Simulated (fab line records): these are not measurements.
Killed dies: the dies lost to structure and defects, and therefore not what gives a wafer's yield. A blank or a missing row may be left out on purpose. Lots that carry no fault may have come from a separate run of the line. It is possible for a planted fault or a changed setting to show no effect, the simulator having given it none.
fab line records :: flow n5-finfet
record
  lots=3
  wafers=9
  last-day=20
route steps=1938 shown BEOL_M5@1112 PASSIVATION@1936
lots that met no fault: from a run of the same line without faults
start-h: the number of hours between the record's first day and the start of the first shown wafer of the lot :: wait-h: hours since the lot's step before :: " same as the row above :: L1.1+2: a single row standing in for several wafers :: - no value present, or no start provided :: * or withheld: withheld :: < > ~ a bound
route shown NAME@n: names a module that has steps shown in the file, with the first one's number in the route :: usual: mean/standard deviation of fault-free wafers :: same: alike in all rows :: chamber/n: place in a boat :: sites: the reading at each site :: _std_site: standard deviation of those values :: _edge_site: inner sites' mean taken away from outer sites' mean :: radius-mm: how far each site lies from the wafer's centre :: mask NAME#n: copy n :: behind: the last tool/chamber to shape the wafer :: hold: cause of the lot's hold/its duration in hours/its outcome :: device: transistor that didn't switch, given as n, p or np :: end of line: tests run on the same wafers once the route is complete :: step lacking rows: just its recipe :: killed: dies that structure and defects cost at the first sort, which is not the same as the wafer's yield :: map: per-die view of a wafer (x killed, . not killed, _ where there is no die)
set.NAME: the setting the step ran with; set.NAME@STEP: the setting that earlier step ran with :: model.NAME: the simulator's own value behind a step, which no gauge read
lots at selected steps of the route; one table per step, one row per wafer
services: when a tool's chamber went out of use (start-h, in hours from the record's first day, below 0 if earlier), for how many hours, and the reason
## steps
# step N5_BEOL_M5_ILD_DEP_00
# recipe
  material=SiCOH_lowk
  target-thk-a=1406.4
  temp-c=300
  precursor=DEMS/porogen
  pressure-torr=5
  rf-w=500
  time-s=25.9
# step N5_BEOL_M5_CURE_79
# recipe
  temp-c=385
  time-s=240
  ambient=He/Ar
  material=SiCOH_lowk
# step N5_BEOL_M5_PECVD_70
# recipe
  material=SiO2
  target-thk-a=160
  temp-c=400
  precursor=TEOS/O2
  pressure-torr=5.5
  rf-w=450
  teos-flow-sccm=53.8
  gas=O2
  flow-sccm=3000
  time-s=18
# step N5_BEOL_M5_HM_DEP_02
# recipe
  material=TiN
  target-thk-a=200
  temp-c=25
  chamber-pressure-pa=0.49996
# step N5_BEOL_M5_COAT_59
# recipe
  resist=SOC
  temp-c=250
  time-s=60
  spin-rpm=1500
  resist-thk-nm=60
# step N5_BEOL_M5_COAT_60
# recipe
  resist=SiARC
  temp-c=220
  time-s=60
  spin-rpm=1500
  resist-thk-nm=12
# step N5_BEOL_M5_COAT_71
# recipe
  resist=underlayer
  temp-c=205
  time-s=60
  spin-rpm=1500
  resist-thk-nm=5
# step N5_BEOL_M5_COAT_05
# recipe
  resist=CAR-EUV
  spin-rpm=1500
  resist-thk-nm=30
# step N5_BEOL_M5_EBR_07
# recipe
  solvent=PGMEA
  ebr-width-mm=1.5
# step N5_BEOL_M5_SOFTBAKE_06
# recipe
  temp-c=110
  time-s=60
  resist=CAR-EUV
# step N5_BEOL_M5_EXPOSE_08
# recipe
  mask-id=M5
  na=0.33
  source-shape=annular
  sigma-inner=0.4
  sigma-outer=0.8
  polarization=unpolarized
  target-cd-nm=28
  dose-mj=35.75
lot.wafer: L192.1+2+4
tool: euv-scanner-02
chamber: 0
start-h: 223.49
wait-h: -
mask: M5#0

lot.wafer: L206.3+4+5
tool: euv-scanner-02
chamber: 0
start-h: 303.10
wait-h: -
mask: M5#0

lot.wafer: L213.1+5+6
tool: euv-scanner-01
chamber: 0
start-h: 341.99
wait-h: -
mask: M5#0
# step N5_BEOL_M5_PEB_09
# recipe
  peb-temp-c=100
  peb-time-s=60
  resist=CAR-EUV
# step N5_BEOL_M5_DEVELOP_10
# recipe
  develop-time-s=30
  developer=TMAH
  resist=CAR-EUV
  rinse-liquid=surfactant-rinse
  dry=air-spin
  dev-temp-c=23
# step N5_BEOL_M5_CD_MEAS_11
# recipe
  target-cd-nm=27.74
  landing-energy-ev=500
  detector=se-inlens
# usual
  cd-nm=27.9/0.31
lot.wafer: L192.1
tool: cd-sem-03
chamber: 0
start-h: 223.62
wait-h: -
cd-nm: 28.0

lot.wafer: L192.2
tool: cd-sem-03
chamber: 0
start-h: 223.62
wait-h: -
cd-nm: 27.9

lot.wafer: L192.4
tool: cd-sem-03
chamber: 0
start-h: 223.62
wait-h: -
cd-nm: 28.4

lot.wafer: L206.3
tool: cd-sem-02
chamber: 0
start-h: 303.21
wait-h: -
cd-nm: 26.9

lot.wafer: L206.4
tool: cd-sem-02
chamber: 0
start-h: 303.21
wait-h: -
cd-nm: 27.5

lot.wafer: L206.5
tool: cd-sem-02
chamber: 0
start-h: 303.21
wait-h: -
cd-nm: 27.0

lot.wafer: L213.1
tool: cd-sem-03
chamber: 0
start-h: 342.11
wait-h: -
cd-nm: 27.7

lot.wafer: L213.5
tool: cd-sem-03
chamber: 0
start-h: 342.11
wait-h: -
cd-nm: 28.1

lot.wafer: L213.6
tool: cd-sem-03
chamber: 0
start-h: 342.11
wait-h: -
cd-nm: 27.9
# step N5_BEOL_M5_DESCUM_16
# recipe
  chemistry=O2
  time-s=7
  source-power-w=50
  bias-power-w=20
  pressure-mtorr=20
  rf-frequency-hz=2.712e+07
  temp-c=40
  resist=CAR-EUV
  o2-flow-sccm=225
# usual
  drypump-motor-current-A=5.6/0.32
  o2-flow-sccm=224.9/0.68
  oes-product-au=0.77/0.065
  rf-vpp-V=242.9/1.5
  showerhead-plenum-p-Torr=2.08/0.082
  throttle-valve-pct=20.45/0.18
lot.wafer: L192.1
tool: rie-diel-02
chamber: 3
start-h: 223.87
wait-h: 0.2
drypump-motor-current-A: 5.7
o2-flow-sccm: 225.7
oes-product-au: 0.73
rf-hours-counter-h: 208
rf-vpp-V: 242.5
showerhead-plenum-p-Torr: 1.96
throttle-valve-pct: 20.40
model.BEOL_M5.cd-nm: 27.8

lot.wafer: L192.2
tool: rie-diel-02
chamber: 2
start-h: 223.87
wait-h: 0.2
drypump-motor-current-A: 5.5
o2-flow-sccm: 225.9
oes-product-au: 0.72
rf-hours-counter-h: 188
rf-vpp-V: 243.7
showerhead-plenum-p-Torr: 2.09
throttle-valve-pct: 20.49
model.BEOL_M5.cd-nm: 27.8

lot.wafer: L192.4
tool: rie-diel-02
chamber: 0
start-h: 223.87
wait-h: 0.2
drypump-motor-current-A: 5.5
o2-flow-sccm: 224.6
oes-product-au: 0.79
rf-hours-counter-h: 111
rf-vpp-V: 241.4
showerhead-plenum-p-Torr: 2.02
throttle-valve-pct: 20.27
model.BEOL_M5.cd-nm: 28.2

lot.wafer: L206.3
tool: rie-diel-02
chamber: 1
start-h: 303.37
wait-h: 0.1
drypump-motor-current-A: 5.4
o2-flow-sccm: 224.7
oes-product-au: 0.81
rf-hours-counter-h: 104
rf-vpp-V: 245.6
showerhead-plenum-p-Torr: 2.19
throttle-valve-pct: 20.20
model.BEOL_M5.cd-nm: 26.8

lot.wafer: L206.4
tool: rie-diel-02
chamber: 0
start-h: 303.37
wait-h: 0.1
drypump-motor-current-A: 5.5
o2-flow-sccm: 226.1
oes-product-au: 0.79
rf-hours-counter-h: 136
rf-vpp-V: 242.5
showerhead-plenum-p-Torr: 2.01
throttle-valve-pct: 20.33
model.BEOL_M5.cd-nm: 27.2

lot.wafer: L206.5
tool: rie-diel-02
chamber: 3
start-h: 303.37
wait-h: 0.1
drypump-motor-current-A: 5.7
o2-flow-sccm: 225.9
oes-product-au: 0.71
rf-hours-counter-h: -
rf-vpp-V: 241.6
showerhead-plenum-p-Torr: 1.95
throttle-valve-pct: 20.43
model.BEOL_M5.cd-nm: 27

lot.wafer: L213.1
tool: rie-diel-02
chamber: 0
start-h: 342.49
wait-h: 0.3
drypump-motor-current-A: 5.5
o2-flow-sccm: 224.6
oes-product-au: 0.77
rf-hours-counter-h: 149
rf-vpp-V: 240.5
showerhead-plenum-p-Torr: 2.01
throttle-valve-pct: 20.36
model.BEOL_M5.cd-nm: 27.8

lot.wafer: L213.5
tool: rie-diel-02
chamber: 1
start-h: 342.49
wait-h: 0.3
drypump-motor-current-A: 5.4
o2-flow-sccm: 225.9
oes-product-au: 0.81
rf-hours-counter-h: -
rf-vpp-V: 246.5
showerhead-plenum-p-Torr: 2.19
throttle-valve-pct: 20.23
model.BEOL_M5.cd-nm: 28

lot.wafer: L213.6
tool: rie-diel-02
chamber: 2
start-h: 342.49
wait-h: 0.3
drypump-motor-current-A: 5.5
o2-flow-sccm: 224.8
oes-product-au: 0.70
rf-hours-counter-h: -
rf-vpp-V: 243.8
showerhead-plenum-p-Torr: 2.08
throttle-valve-pct: 20.57
model.BEOL_M5.cd-nm: 27.2
# step N5_BEOL_M5_ETCH_72
# recipe
  chemistry=N2/H2
  target=underlayer
  target-depth-a=65
  mask-material=CAR-EUV
  time-s=5.2
  ion-energy-ev=200
  pressure-mtorr=30
  source-w=840
  bias-w=150
  n2-flow-sccm=200
  h2-flow-sccm=200
  ends=cleared
# step N5_BEOL_M5_ETCH_61
# recipe
  chemistry=CF4
  target=SiARC
  target-depth-a=156
  mask-material=CAR-EUV
  time-s=26
  ion-energy-ev=80
  pressure-mtorr=40
  source-w=545
  bias-w=36
  Ar_flow_sccm=100
  cf4-flow-sccm=100
  ends=cleared
# step N5_BEOL_M5_ETCH_62
# recipe
  chemistry=N2/H2
  target=SOC
  target-depth-a=750
  overetch-a=150
  mask-material=SiARC
  temp-c=40
  time-s=112.5
  ion-energy-ev=200
  pressure-mtorr=30
  source-w=840
  bias-w=150
  n2-flow-sccm=200
  h2-flow-sccm=200
# step N5_BEOL_M5_STRIP_63
# recipe
  chemistry=N2/H2
  temp-c=40
  n2-flow-sccm=200
  h2-flow-sccm=200
  rf-frequency-hz=6e+07
# step N5_BEOL_M5_STRIP_73
# recipe
  chemistry=N2/H2
  temp-c=40
  n2-flow-sccm=200
  h2-flow-sccm=200
  rf-frequency-hz=6e+07
# step N5_BEOL_M5_STRIP_64
# recipe
  chemistry=CF4
  resist=SiARC
  power-w=300
  bias-power-w=75
  pressure-mtorr=50
  cf4-flow-sccm=150
  rf-frequency-hz=6e+07
# step N5_BEOL_M5_HM_OPEN_17
# recipe
  chemistry=Cl2/BCl3
  target-depth-a=200
  overetch-a=60
  target=TiN
  mask-material=SOC
  ion-energy-ev=150
  pressure-mtorr=10
  icp-w=1000
  bias-w=126
  Cl2_flow_sccm=53.25
  bcl3-flow-sccm=21.75
  Ar_flow_sccm=25
# step N5_BEOL_M5_STRIP_19
# recipe
  chemistry=O2
  power-w=400
  temp-c=40
  pressure-mtorr=30
  rf-frequency-hz=6e+07
  bias-power-w=0
  overash-fraction=0.2
  o2-flow-sccm=225
# step N5_BEOL_M5_COAT_65
# recipe
  resist=SOC
  temp-c=250
  time-s=60
  spin-rpm=1500
  resist-thk-nm=60
# step N5_BEOL_M5_COAT_66
# recipe
  resist=SiARC
  temp-c=220
  time-s=60
  spin-rpm=1500
  resist-thk-nm=12
# step N5_BEOL_M5_COAT_74
# recipe
  resist=underlayer
  temp-c=205
  time-s=60
  spin-rpm=1500
  resist-thk-nm=5
# step N5_BEOL_M5_COAT_22
# recipe
  resist=CAR-EUV
  spin-rpm=1500
  resist-thk-nm=30
# step N5_BEOL_M5_EBR_24
# recipe
  solvent=PGMEA
  ebr-width-mm=1.5
# step N5_BEOL_M5_SOFTBAKE_23
# recipe
  temp-c=110
  time-s=60
  resist=CAR-EUV
# step N5_BEOL_M5_EXPOSE_25
# recipe
  mask-id=V4
  na=0.33
  source-shape=quasar
  sigma-inner=0.2
  sigma-outer=0.6
  polarization=unpolarized
  defocus-nm=10
  dose-mj=52.75
# step N5_BEOL_M5_PEB_26
# recipe
  peb-temp-c=100
  peb-time-s=60
  resist=CAR-EUV
# step N5_BEOL_M5_DEVELOP_27
# recipe
  develop-time-s=30
  developer=TMAH
  resist=CAR-EUV
  rinse-liquid=surfactant-rinse
  dry=air-spin
  dev-temp-c=23
# step N5_BEOL_M5_DESCUM_33
# recipe
  chemistry=O2
  time-s=7
  source-power-w=50
  bias-power-w=20
  pressure-mtorr=20
  rf-frequency-hz=2.712e+07
  temp-c=40
  resist=CAR-EUV
  o2-flow-sccm=225
# step N5_BEOL_M5_ETCH_75
# recipe
  chemistry=N2/H2
  target=underlayer
  target-depth-a=65
  mask-material=CAR-EUV
  time-s=5.2
  ion-energy-ev=200
  pressure-mtorr=30
  source-w=840
  bias-w=150
  n2-flow-sccm=200
  h2-flow-sccm=200
  ends=cleared
# step N5_BEOL_M5_ETCH_41
# recipe
  chemistry=CH3F/O2
  target=SiCN
  target-depth-a=315
  taper-deg=2
  time-s=56.7
  ion-energy-ev=120
  mask-material=TiN
  pressure-mtorr=30
  source-w=395
  bias-w=75
  Ar_flow_sccm=150
  CH3F_flow_sccm=30
  O2_flow_sccm=20
# usual
  bias-w=75.00/0.23
  drypump-motor-current-A=5.6/0.32
  mfc-ar-sccm=150.0/0.48
  oes-product-au=0.77/0.065
  rf-vpp-V=297.0/1.6
  showerhead-plenum-p-Torr=1.99/0.074
  throttle-valve-pct=16.36/0.21
lot.wafer: L192.1
tool: rie-diel-03
chamber: 0
start-h: -
wait-h: -
bias-w: 75.06
drypump-motor-current-A: 6.0
mfc-ar-sccm: 150.0
oes-product-au: 0.85
rf-hours-counter-h: 47
rf-vpp-V: 298.7
showerhead-plenum-p-Torr: 2.03
throttle-valve-pct: 16.17
model.BEOL_M5.cd-nm: 28.6

lot.wafer: L192.2
tool: rie-diel-03
chamber: 1
start-h: -
wait-h: -
bias-w: 75.04
drypump-motor-current-A: 6.5
mfc-ar-sccm: 148.9
oes-product-au: 0.77
rf-hours-counter-h: 167
rf-vpp-V: 297.4
showerhead-plenum-p-Torr: 2.00
throttle-valve-pct: 16.39
model.BEOL_M5.cd-nm: 27.8

lot.wafer: L192.4
tool: rie-diel-03
chamber: 2
start-h: -
wait-h: -
bias-w: 74.75
drypump-motor-current-A: 5.4
mfc-ar-sccm: 150.1
oes-product-au: 0.69
rf-hours-counter-h: 231
rf-vpp-V: 297.3
showerhead-plenum-p-Torr: 2.06
throttle-valve-pct: 16.51
model.BEOL_M5.cd-nm: 28.2

lot.wafer: L206.3
tool: rie-diel-06
chamber: 0
start-h: -
wait-h: -
bias-w: 75.37
drypump-motor-current-A: 5.5
mfc-ar-sccm: 149.9
oes-product-au: 0.85
rf-hours-counter-h: 52
rf-vpp-V: 296.6
showerhead-plenum-p-Torr: 1.96
throttle-valve-pct: 16.03
model.BEOL_M5.cd-nm: 27.2

lot.wafer: L206.4
tool: rie-diel-06
chamber: 3
start-h: -
wait-h: -
bias-w: 75.06
drypump-motor-current-A: 5.8
mfc-ar-sccm: 150.6
oes-product-au: 0.67
rf-hours-counter-h: 231
rf-vpp-V: 298.3
showerhead-plenum-p-Torr: 1.98
throttle-valve-pct: 16.62
model.BEOL_M5.cd-nm: 26.8

lot.wafer: L206.5
tool: rie-diel-06
chamber: 2
start-h: -
wait-h: -
bias-w: 75.05
drypump-motor-current-A: 5.9
mfc-ar-sccm: 151.3
oes-product-au: 0.75
rf-hours-counter-h: -
rf-vpp-V: 293.7
showerhead-plenum-p-Torr: 1.84
throttle-valve-pct: 16.34
model.BEOL_M5.cd-nm: 27.2

lot.wafer: L213.1
tool: rie-diel-02
chamber: 3
start-h: -
wait-h: -
bias-w: 75.49
drypump-motor-current-A: 5.7
mfc-ar-sccm: 150.3
oes-product-au: 0.69
rf-hours-counter-h: 248
rf-vpp-V: 294.3
showerhead-plenum-p-Torr: 1.87
throttle-valve-pct: 16.53
model.BEOL_M5.cd-nm: 27.8

lot.wafer: L213.5
tool: rie-diel-02
chamber: 1
start-h: -
wait-h: -
bias-w: 75.08
drypump-motor-current-A: 5.4
mfc-ar-sccm: 150.8
oes-product-au: 0.81
rf-hours-counter-h: -
rf-vpp-V: 298.9
showerhead-plenum-p-Torr: 2.10
throttle-valve-pct: 16.16
model.BEOL_M5.cd-nm: 27.8

lot.wafer: L213.6
tool: rie-diel-02
chamber: 2
start-h: -
wait-h: -
bias-w: 74.98
drypump-motor-current-A: 5.5
mfc-ar-sccm: 150.0
oes-product-au: 0.72
rf-hours-counter-h: -
rf-vpp-V: 294.9
showerhead-plenum-p-Torr: 1.98
throttle-valve-pct: 16.47
model.BEOL_M5.cd-nm: 27
# step N5_PASSIVATION_PROBE_49
# usual
  defect-limited-yield=91.2/1.5
  killed_at_M0_to_M3=36/10
  killed_at_M4_up=14/5.2
  killed-at-contacts=12/6
  killed-at-front-end=37/10
  killed-at-other=4/3.3
  killed-dies=104/18
  killed-open=68/14
  killed-short=34/7.4
  sort_bin_5_function=5.2/1
  sort_bin_6_memory=3.3/0.7
  sort-n-pass=1076/18
  sort-yield-pct=91.2/1.5
# same
  gross-dies=1180
  killed-at-back-side=0
  sort_bin_4_leakage[%]=0
  sort_bin_8_speed[%]=0
lot.wafer: L192.1
tool: prober-01
chamber: -
start-h: 318.91
wait-h: 0.0
defect-limited-yield[%]: 91.5
killed_at_M0_to_M3: 25
killed_at_M4_up: 24
killed-at-contacts: 15
killed-at-front-end: 33
killed-at-other: 3
killed-dies: 100
killed-open: 79
killed-short: 21
sort_bin_5_function[%]: 5.3
sort_bin_6_memory[%]: 3.1
sort-n-pass: 1080
sort-yield-pct[%]: 91.5

lot.wafer: L192.2
tool: prober-01
chamber: -
start-h: 318.96
wait-h: 0.1
defect-limited-yield[%]: 92.5
killed_at_M0_to_M3: 29
killed_at_M4_up: 11
killed-at-contacts: 10
killed-at-front-end: 33
killed-at-other: 6
killed-dies: 89
killed-open: 58
killed-short: 27
sort_bin_5_function[%]: 4.7
sort_bin_6_memory[%]: 2.7
sort-n-pass: 1091
sort-yield-pct[%]: 92.5

lot.wafer: L192.4
tool: prober-01
chamber: -
start-h: 319.06
wait-h: 0.2
defect-limited-yield[%]: 91.6
killed_at_M0_to_M3: 23
killed_at_M4_up: 13
killed-at-contacts: 13
killed-at-front-end: 45
killed-at-other: 5
killed-dies: 99
killed-open: 63
killed-short: 34
sort_bin_5_function[%]: 4.7
sort_bin_6_memory[%]: 3.3
sort-n-pass: 1081
sort-yield-pct[%]: 91.6

lot.wafer: L206.5
tool: prober-01
chamber: -
start-h: 399.26
wait-h: 0.2
defect-limited-yield[%]: 89.7
killed_at_M0_to_M3: 50
killed_at_M4_up: 3
killed-at-contacts: 7
killed-at-front-end: 48
killed-at-other: 13
killed-dies: 121
killed-open: 63
killed-short: 40
sort_bin_5_function[%]: 5.9
sort_bin_6_memory[%]: 3.1
sort-n-pass: 1059
sort-yield-pct[%]: 89.7
# killed by level:class
L192.1 MOL_CONTACT_COAG:geometric-particle:open=13 STI_FIN_REVEAL:geometric-particle:open=11 BEOL_M4:geometric-particle:open=8 BEOL_M1:geometric-particle:open=7 BEOL_M7:geometric-particle:open=6 BEOL_M0_SAQP:geometric-particle:short=5 FIN_SAQP:geometric-particle:short=4 BEOL_M2:geometric-particle:open=4
L192.2 FIN_SAQP:geometric-particle:open=10 BEOL_M3:geometric-particle:open=9 BEOL_M4:geometric-particle:open=8 MOL_CONTACT_COAG:geometric-particle:open=7 BEOL_M3:geometric-particle:short=7 BEOL_M1:geometric-particle:open=6 STI_FIN_REVEAL:geometric-particle:open=4 GATE_CUT:geometric-particle:short=4
L192.4 FIN_SAQP:geometric-particle:open=12 MOL_CONTACT_COAG:geometric-particle:open=9 DUMMY_GATE:geometric-particle:open=7 BEOL_M1:geometric-particle:open=7 BEOL_M3:geometric-particle:open=5 BEOL_M2:geometric-particle:open=5 FIN_SAQP:geometric-particle:short=4 GATE_CUT:geometric-particle:short=4
L206.5 BEOL_M0_SAQP:geometric-particle:open=14 HKMG_FIN:area-etch=13 BEOL_M3:geometric-particle:open=10 FIN_SAQP:geometric-particle:short=9 BEOL_M0_SAQP:geometric-particle:short=9 FIN_SAQP:geometric-particle:open=7 MOL_CONTACT_COAG:geometric-particle:open=7 BEOL_M2:geometric-particle:short=5
## services
tool: rie-diel-03
chamber: 3
start-h: 200.07
hours: 23.7
kind: repair

tool: euv-scanner-02
chamber: -
start-h: 209.83
hours: 1.0
kind: pm

tool: euv-scanner-01
chamber: 0
start-h: 216.25
hours: -
kind: calibration

tool: rie-diel-03
chamber: 2
start-h: 220.43
hours: 3.6
kind: repair

tool: euv-scanner-01
chamber: -
start-h: 225.53
hours: 1.0
kind: pm

tool: rie-diel-02
chamber: 3
start-h: 230.01
hours: 2.4
kind: repair

tool: rie-diel-02
chamber: 0
start-h: 252.10
hours: 6.5
kind: repair

tool: euv-scanner-02
chamber: -
start-h: 259.35
hours: 4.0
kind: repair

tool: euv-scanner-02
chamber: -
start-h: 263.37
hours: 4.6
kind: pm

tool: euv-scanner-01
chamber: -
start-h: 272.72
hours: 2.7
kind: repair

tool: euv-scanner-01
chamber: -
start-h: 281.68
hours: 1.0
kind: pm

tool: rie-diel-03
chamber: 2
start-h: 285.40
hours: -
kind: clean

tool: rie-diel-03
chamber: 2
start-h: 285.40
hours: -
kind: consumable-replace:focus-ring

tool: rie-diel-03
chamber: 2
start-h: 285.40
hours: 16.3
kind: scheduled-down

tool: rie-diel-03
chamber: 2
start-h: 285.40
hours: 16.3
kind: vent-cycle

tool: euv-scanner-01
chamber: -
start-h: 292.69
hours: 4.6
kind: pm

tool: euv-scanner-01
chamber: -
start-h: 307.33
hours: 12.0
kind: pm

tool: euv-scanner-02
chamber: -
start-h: 319.53
hours: 0.4
kind: repair

tool: euv-scanner-02
chamber: -
start-h: 322.13
hours: 1.0
kind: pm

tool: euv-scanner-02
chamber: -
start-h: 324.17
hours: 2.5
kind: repair

tool: euv-scanner-02
chamber: 0
start-h: 328.94
hours: -
kind: calibration

tool: rie-diel-06
chamber: 2
start-h: 331.76
hours: 38.5
kind: repair

tool: euv-scanner-01
chamber: -
start-h: 337.83
hours: 1.0
kind: pm
## key
first-sign
  step=N5_BEOL_M5_CD_MEAS_11
  reading=cd-nm
  direction=down
  sigmas=2.6
  usual=27.9
  struck=27.1
effect none on later readings
model-effect
  step=N5_BEOL_M5_DESCUM_16
  value=BEOL_M5.cd-nm
  without=27.93
  struck=27
model-effect
  step=N5_BEOL_M5_ETCH_41
  value=BEOL_M5.cd-nm
  without=27.93
  struck=27.07
met-at N5_BEOL_M5_EXPOSE_08
struck-wafers L206.3,L206.4,L206.5
baseline-loss
  step=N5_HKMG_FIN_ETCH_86
  wafers=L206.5
onset-between 223.49 303.10
fault
  kind=process-parameter-drift
  tool=euv-scanner-02
  chamber=-
  onset-h=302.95
  steps=N5_BEOL_M5_EXPOSE_08
  channel=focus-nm
  offset=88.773
  shape=step
  end-h=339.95
  scope=struck-wafers-only
# baseline-loss: these wafers lose ten dies or more at that step, a loss of the line's own and not of a fault; the sort's usual values leave them out
